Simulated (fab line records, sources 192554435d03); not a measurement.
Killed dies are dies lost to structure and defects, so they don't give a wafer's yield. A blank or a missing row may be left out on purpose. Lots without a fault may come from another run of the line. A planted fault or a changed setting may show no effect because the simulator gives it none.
Chamber matching | flow n5_finfet | N5_MOL_CONTACT_COAG_ETCH_15 on rie_diel-06: 4 sister chambers
The step etches SiNx in CH3F/O2, stops on Si:P, target depth 7 nm. 4 wafers are shown with their chamber, then 11 later ones without.

WAFERS WITH THEIR CHAMBER
wafer  | chamber | drypump_motor_current_A (A)
L086.3 | 2       | 6.6
L090.5 | 0       | 4.9
L090.6 | 3       | 5.8
L092.1 | 1       | 5.2

WAFERS WITHOUT THEIR CHAMBER
wafer  | drypump_motor_current_A (A)
L092.2 | 4.9
L092.4 | 5.8
L093.3 | 6.6
L093.5 | 5.1
L093.6 | 4.9
L094.2 | 5.8
L094.5 | 4.9
L094.6 | 5.2
L097.1 | 6.6
L097.2 | 5.2
L097.6 | 4.9

WHICH CHAMBER EACH WENT THROUGH
wafer  | from the rows above | in truth
L092.2 | 0                   | 0
L092.4 | 3                   | 3
L093.3 | 2                   | 2
L093.5 | 1                   | 1
L093.6 | 0                   | 0
L094.2 | 3                   | 3
L094.5 | 0                   | 0
L094.6 | 1                   | 1
L097.1 | 2                   | 2
L097.2 | 1                   | 1
L097.6 | 0                   | 0
Placed correctly: 11 of 11. Can't be placed from these rows: 0. Placed wrongly: 0.
How it was worked out, from the rows above alone: a wafer's distance from a chamber is the root of the sum, over the readings, of the square of ((its reading less the chamber's mean) divided by the reading's scatter). The wafer belongs to the nearest chamber; if the next one is less than 2 further off, it can't be placed. A chamber's mean is the mean of its shown wafers. The scatter: with one shown wafer a chamber, the root of the mean of the squares of how far each hidden wafer lies from its nearest shown one.
